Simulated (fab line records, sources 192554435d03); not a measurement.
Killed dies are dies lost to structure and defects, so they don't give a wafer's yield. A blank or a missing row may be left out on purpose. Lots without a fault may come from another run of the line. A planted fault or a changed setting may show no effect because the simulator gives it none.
Problem report in the 8D (eight disciplines) form, filled by code | flow n5_finfet | the parts of the form that need people (team, actions taken, sign-off) are left out

1. THE PROBLEM
spin_speed_rpm at N5_BEOL_M12_COAT_22 reads a mean of 2651.1 rpm on 6 wafers of 2 lots; wafers without a fault read 2887.5 rpm with a standard deviation of 1.8. That is -99 or more standard deviations from the usual mean.
The step: resist thk 300 nm.
First seen on wafer L205.2, day 13 13:24, on litho_track-01. The record holds 18 wafers of 6 lots with a number at this step. Rule for "out", or "out of limits": more than 4 standard deviations from the usual mean. The other wafers with a number count as sound.

2. WHAT IT IS AND WHAT IT IS NOT
question                    | is                     | is not
which readings at this step | spin_speed_rpm         | -
which lots                  | L205, L206             | L200, L201, L219, L221
which wafers of those lots  | all that have a number | -
read on which tools         | litho_track-01         | litho_track-03, litho_track-04
when                        | from day 13 13:24      | up to then (6 sound wafers); but 6 sound wafers of L219, L221 came after

3. SUSPECTS, AND WHAT RULES EACH OUT
Counting: a tool at a process step up to the reading stays a suspect if it ran every lot that is out and no sound lot after the first of them.
- plasma_asher-02 at N5_BEOL_M12_STRIP_63 (strips in N2/H2): ruled out as a lasting fault. Sound lots L221 ran on it after its first lot that is out, L205 (day 13 13:09).
- plasma_asher-02 at N5_BEOL_M12_STRIP_64 (strips in N2/H2): ruled out as a lasting fault. Sound lots L221 ran on it after its first lot that is out, L205 (day 13 13:13).
- litho_track-01 at N5_BEOL_M12_COAT_22 (resist thk 300 nm): kept. It ran every lot that is out, first L205 (day 13 13:24), and no sound lot after that; its last sound lot up to then is L201 (day 12 10:18). Its own readings are out on those wafers: spin_speed_rpm.
Left after counting: litho_track-01 at N5_BEOL_M12_COAT_22.

4. THE CAUSE (what the simulator had put in)
Process parameter drift: litho_track-01, from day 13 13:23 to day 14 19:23, at N5_BEOL_M12_COAT_22. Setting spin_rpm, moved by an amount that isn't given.
Counting left only this tool.

5. THE CHAIN OF EFFECTS, in route order
Each row: a reading whose mean over the struck wafers that have a number lies more than 3 standard deviations from the usual. Only readings for which the record gives a usual standard deviation are gone through. hours: the time from each lot's start at the first step in this table that gives one to its start at this step, as a median over the lots. sigmas: the change in usual standard deviations.
hours | step                | reading        | usual      | on struck wafers | change | sigmas
0     | N5_BEOL_M12_COAT_22 | spin_speed_rpm | 2887.5 rpm | 2651.1           | -236.4 | -99 or more
The process steps in it:
- N5_BEOL_M12_COAT_22: resist thk 300 nm.
Later measuring or inspecting steps at which every struck wafer that the step has a row for has a number for every such reading, and none has moved that far: N5_BEOL_M12_CD_MEAS_28, N5_BEOL_M12_OVL_MEAS_29, N5_BEOL_M12_INSPECT_30.

6. WHAT WOULD HAVE CAUGHT IT SOONER
In this record the first reading out of limits was taken at day 13 13:24, 0 hours after the fault began at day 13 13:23.
